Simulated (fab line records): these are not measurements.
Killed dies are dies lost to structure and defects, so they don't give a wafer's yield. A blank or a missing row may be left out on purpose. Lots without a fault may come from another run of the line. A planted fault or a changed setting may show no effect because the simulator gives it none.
The same fault as seen by 2 desks || flow n5Finfet || numbers are kept per desk, each desk with only its own; the story behind them comes last

## THE TOOL OWNER'S DESK: aldSin-01
The tool's own readings at N5_GATE_CUT_ALD_22 (deposits SiNx, target thk 16 nm, pulse time 1 s, ald cycles 320): means of the sampled wafers that have a number, for each lot that ran on this tool. A lot is out of limits, marked OUT, if its mean lies more than 4 standard deviations from the usual mean; the brackets give that distance.
Columns: A = heaterPowerW at N5_GATE_CUT_ALD_22, usual 836 W; B = precursorPulseHeightRel at N5_GATE_CUT_ALD_22, usual 1.000
{"lot": "L305", "first seen here": "day 4 12:59", "A": 823, "B": 0.992}
{"lot": "L308", "first seen here": "day 5 06:37", "A": 819, "B": 0.993}
{"lot": "L309", "first seen here": "day 5 17:13", "A": 848, "B": 1.018}
{"lot": "L316", "first seen here": "day 7 08:22", "A": 819, "B": 1.005}
Finding of this desk: none of the 4 lots has anything out of limits.

## THE METROLOGY DESK
Lot by lot, what the gauges showed, no matter which tool ran the lot: averages of those sampled wafers that carry a number. A lot is out of limits, marked OUT, if its mean lies more than 4 standard deviations from the usual mean; the brackets give that distance. Shown here are 7 of its 10 readings, the ones lying furthest out on some lot.
Columns: A = DIBL_P at N5_BEOL_M4_RC_MEAS_101, usual 36.1 mV/V; B = IOFF_N at N5_BEOL_M4_RC_MEAS_101, usual 0.16 nA/um; C = IOFF_P at N5_BEOL_M4_RC_MEAS_101, usual 0.22 nA/um; D = ION_N at N5_BEOL_M4_RC_MEAS_101, usual 672 uA/um; E = ION_P at N5_BEOL_M4_RC_MEAS_101, usual 463 uA/um; F = SS_P at N5_BEOL_M4_RC_MEAS_101, usual 73.2 mV/dec; G = VT_N at N5_BEOL_M4_RC_MEAS_101, usual 250 mV
{"lot": "L305", "first seen here": "day 8 04:59", "A": 37.2, "B": 0.14, "C": 0.17, "D": 664, "E": 449, "F": 72.9, "G": 252}
{"lot": "L306", "first seen here": "day 8 07:29", "A": 34.4, "B": 0.14, "C": 0.22, "D": 670, "E": 470, "F": 72.9, "G": 250}
{"lot": "L308", "first seen here": "day 8 13:38", "A": 36.2, "B": 0.17, "C": 0.23, "D": 681, "E": 470, "F": 73.5, "G": 247}
{"lot": "L309", "first seen here": "day 9 05:44", "A": 33.7, "B": 0.14, "C": 0.19, "D": 671, "E": 461, "F": 72.4, "G": 249}
{"lot": "L311", "first seen here": "day 10 01:50", "A": 36.7, "B": 0.15, "C": 0.20, "D": 663, "E": 458, "F": 73.2, "G": 252}
{"lot": "L316", "first seen here": "day 10 22:03", "A": 36.6, "B": 0.16, "C": 0.25, "D": 678, "E": 473, "F": 73.3, "G": 249}
{"lot": "L318", "first seen here": "day 11 13:42", "A": 40.1, "B": 0.23, "C": 0.27, "D": 688, "E": 470, "F": 74.2, "G": 244}
{"lot": "L320", "first seen here": "day 12 06:14", "A": 37.8, "B": 0.20, "C": 0.24, "D": 683, "E": 466, "F": 74.1, "G": 245}
{"lot": "L321", "first seen here": "day 12 12:28", "A": 34.3, "B": 0.14, "C": 0.19, "D": 656, "E": 457, "F": 72.8, "G": 251}
{"lot": "L326", "first seen here": "day 13 06:59", "A": 34.6, "B": 0.15, "C": 0.20, "D": 665, "E": 458, "F": 73.1, "G": 252}
Finding of this desk: none of the 10 lots has anything out of limits.

## PUT TOGETHER
Nothing out of limits was seen by the tool owner's desk.
Metrology desk: nothing out of limits seen.

## WHAT WAS PUT IN BY THE SIMULATOR
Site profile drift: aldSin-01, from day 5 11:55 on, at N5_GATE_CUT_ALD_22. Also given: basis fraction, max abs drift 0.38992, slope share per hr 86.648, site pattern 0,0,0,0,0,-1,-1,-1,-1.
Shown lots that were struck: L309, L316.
